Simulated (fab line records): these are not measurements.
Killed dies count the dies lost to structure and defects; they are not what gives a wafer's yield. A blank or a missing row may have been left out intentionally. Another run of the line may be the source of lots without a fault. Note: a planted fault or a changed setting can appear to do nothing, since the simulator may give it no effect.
Matching of chambers | flow nandHarc | NHARC_A_CONTACT_DEP_58 on pecvd-02: 3 sister chambers
The step deposits SiON, target thk 90 nm. 3 wafers are shown with their chamber, then 10 later ones without.

WAFERS WITH THEIR CHAMBER
wafer  | chamber | heaterPowerW (W)
L083.1 | 2       | 760
L087.3 | 1       | 744
L087.4 | 0       | 666

WAFERS WHOSE CHAMBER IS MISSING
wafer  | heaterPowerW (W)
L087.6 | 794
L090.3 | 811
L090.4 | 831
L090.5 | 788
L094.3 | 779
L094.5 | 632
L094.6 | 882
L096.1 | 839
L096.2 | 765
L096.5 | 651

EACH ONE'S CHAMBER
wafer  | from the rows above          | in truth
L087.6 | can't be placed: 2 or 1 or 0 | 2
L090.3 | can't be placed: 2 or 1 or 0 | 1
L090.4 | can't be placed: 2 or 1 or 0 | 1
L090.5 | can't be placed: 2 or 1 or 0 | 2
L094.3 | can't be placed: 2 or 1 or 0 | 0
L094.5 | can't be placed: 0 or 1 or 2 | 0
L094.6 | can't be placed: 2 or 1 or 0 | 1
L096.1 | can't be placed: 2 or 1 or 0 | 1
L096.2 | can't be placed: 2 or 1 or 0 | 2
L096.5 | can't be placed: 0 or 1 or 2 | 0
Correctly placed: 0 of 10. From these rows, 10 cannot be placed; in 10 the true chamber is one of the candidates. Number placed wrongly: 0.
How it was worked out, from the rows above alone: a wafer's distance from a chamber is the root of the sum, over the readings, of the square of ((its reading less the chamber's mean) divided by the reading's scatter). The wafer belongs to the nearest chamber; if the next one is less than 2 further off, it can't be placed. Each chamber's mean is taken over the wafers shown for it. The scatter: root of mean squared gap, hidden wafer to nearest shown wafer, with one shown wafer a chamber.
